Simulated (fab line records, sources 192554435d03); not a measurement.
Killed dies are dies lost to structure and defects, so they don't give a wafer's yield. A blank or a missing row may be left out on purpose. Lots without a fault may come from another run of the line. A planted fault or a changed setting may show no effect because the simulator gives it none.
Chamber matching | flow n5_finfet | N5_BEOL_M1_ETCH_70 on rie_diel-03: 4 sister chambers
The step etches SOC in N2/H2, target depth 80 nm, overetch 16 nm, time 120 s. 24 wafers are shown with their chamber, then 12 later ones without.

WAFERS WITH THEIR CHAMBER
wafer  | chamber | throttle_valve_pct (%) | showerhead_plenum_p_Torr (Torr) | oes_product_au (a.u.)
L074.3 | 2       | 17.47                  | 2.57                            | 0.53
L074.4 | 2       | 17.46                  | 2.57                            | 0.53
L074.5 | 3       | 18.07                  | 2.51                            | 0.55
L076.3 | 2       | 17.47                  | 2.57                            | 0.53
L076.5 | 2       | 17.46                  | 2.57                            | 0.52
L076.6 | 0       | 17.69                  | 2.43                            | 0.59
L078.2 | 2       | 17.48                  | 2.57                            | 0.52
L078.5 | 2       | 17.47                  | 2.57                            | 0.53
L078.6 | 0       | 17.71                  | 2.42                            | 0.58
L082.2 | 0       | 17.73                  | 2.42                            | 0.57
L082.3 | 2       | 17.49                  | 2.56                            | 0.52
L082.5 | 1       | 17.83                  | 2.63                            | 0.58
L084.2 | 2       | 17.50                  | 2.56                            | 0.52
L084.3 | 1       | 17.85                  | 2.63                            | 0.57
L084.4 | 0       | 17.73                  | 2.42                            | 0.58
L087.2 | 1       | 17.85                  | 2.62                            | 0.57
L087.3 | 3       | 18.10                  | 2.50                            | 0.53
L087.5 | 3       | 18.11                  | 2.50                            | 0.53
L089.1 | 0       | 17.75                  | 2.41                            | 0.58
L089.2 | 1       | 17.85                  | 2.62                            | 0.58
L089.3 | 3       | 18.10                  | 2.50                            | 0.53
L090.1 | 3       | 18.10                  | 2.50                            | 0.52
L090.2 | 1       | 17.84                  | 2.62                            | 0.57
L090.3 | 0       | 17.75                  | 2.41                            | 0.57

SIGNATURES (means of the wafers above)
reading                  | chamber 0 | chamber 1 | chamber 2 | chamber 3 | scatter within a chamber
throttle_valve_pct       | 17.7267   | 17.8440   | 17.4750   | 18.0960   | 0.0164
showerhead_plenum_p_Torr | 2.4183    | 2.6240    | 2.5675    | 2.5020    | 0.00563
oes_product_au           | 0.5783    | 0.5740    | 0.5250    | 0.5320    | 0.00736
Rule: a wafer's distance from a chamber is the root of the sum, over the readings, of the square of ((its reading less the chamber's mean) divided by the reading's scatter). The wafer belongs to the nearest chamber; if the next one is less than 2 further off, it can't be placed. The scatter: the root of (the sum of the squares of (reading less its chamber's mean) over the shown wafers, divided by (wafers less chambers)).

WAFERS WITHOUT THEIR CHAMBER
wafer  | throttle_valve_pct (%) | showerhead_plenum_p_Torr (Torr) | oes_product_au (a.u.)
L091.1 | 17.87                  | 2.62                            | 0.57
L091.5 | 18.13                  | 2.50                            | 0.53
L091.6 | 17.76                  | 2.41                            | 0.58
L094.1 | 17.08                  | 2.56                            | 0.73
L094.2 | 17.86                  | 2.62                            | 0.56
L094.4 | 17.06                  | 2.56                            | 0.73
L095.1 | 17.88                  | 2.62                            | 0.57
L095.3 | 17.77                  | 2.41                            | 0.56
L095.4 | 17.76                  | 2.41                            | 0.56
L096.2 | 17.78                  | 2.41                            | 0.56
L096.3 | 17.89                  | 2.61                            | 0.56
L096.6 | 17.89                  | 2.61                            | 0.56

WHICH CHAMBER EACH WENT THROUGH
wafer  | from the rows above | in truth
L091.1 | 1                   | 1
L091.5 | 3                   | 3
L091.6 | 0                   | 0
L094.1 | 2                   | 2
L094.2 | 1                   | 1
L094.4 | 2                   | 2
L095.1 | 1                   | 1
L095.3 | 0                   | 0
L095.4 | 0                   | 0
L096.2 | 0                   | 0
L096.3 | 1                   | 1
L096.6 | 1                   | 1
Placed correctly: 12 of 12. Can't be placed from these rows: 0. Placed wrongly: 0.
